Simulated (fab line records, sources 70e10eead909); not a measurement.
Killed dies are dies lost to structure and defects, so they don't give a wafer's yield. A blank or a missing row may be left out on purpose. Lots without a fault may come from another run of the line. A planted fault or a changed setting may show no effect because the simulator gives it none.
Chamber matching | flow nand_harc | NHARC_A_SGD_CUT_DEP_00 on pecvd-04: 3 sister chambers
The step deposits SiNx, target thk 50 nm. 16 wafers are shown with their chamber, then 8 later ones without.

WAFERS WITH THEIR CHAMBER
wafer  | chamber | heater_power_w (W)
L074.4 | 2       | 756
L074.5 | 1       | 664
L074.6 | 0       | 753
L075.3 | 2       | 745
L075.5 | 0       | 810
L075.6 | 1       | 718
L080.1 | 2       | 787
L080.2 | 0       | 870
L080.3 | 1       | 803
L083.2 | 0       | 836
L083.4 | 0       | 851
L083.5 | 2       | 684
L084.1 | 0       | 770
L084.4 | 2       | 686
L084.5 | 1       | 653
L088.4 | 0       | 707

SIGNATURES (means of the wafers above)
reading        | chamber 0 | chamber 1 | chamber 2 | scatter within a chamber
heater_power_w | 799.57    | 709.50    | 731.60    | 57.5
Rule: a wafer's distance from a chamber is the root of the sum, over the readings, of the square of ((its reading less the chamber's mean) divided by the reading's scatter). The wafer belongs to the nearest chamber; if the next one is less than 2 further off, it can't be placed. The scatter: the root of (the sum of the squares of (reading less its chamber's mean) over the shown wafers, divided by (wafers less chambers)).

WAFERS WITHOUT THEIR CHAMBER
wafer  | heater_power_w (W)
L088.5 | 770
L088.6 | 633
L097.1 | 756
L097.2 | 652
L097.6 | 642
L096.2 | 863
L096.3 | 818
L096.5 | 684

WHICH CHAMBER EACH WENT THROUGH
wafer  | from the rows above          | in truth
L088.5 | can't be placed: 0 or 2 or 1 | 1
L088.6 | can't be placed: 1 or 2 or 0 | 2
L097.1 | can't be placed: 2 or 0 or 1 | 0
L097.2 | can't be placed: 1 or 2 or 0 | 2
L097.6 | can't be placed: 1 or 2 or 0 | 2
L096.2 | can't be placed: 0 or 2 or 1 | 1
L096.3 | can't be placed: 0 or 2 or 1 | 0
L096.5 | can't be placed: 1 or 2 or 0 | 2
Placed correctly: 0 of 8. Can't be placed from these rows: 8 (the true chamber is among the candidates in 8). Placed wrongly: 0.
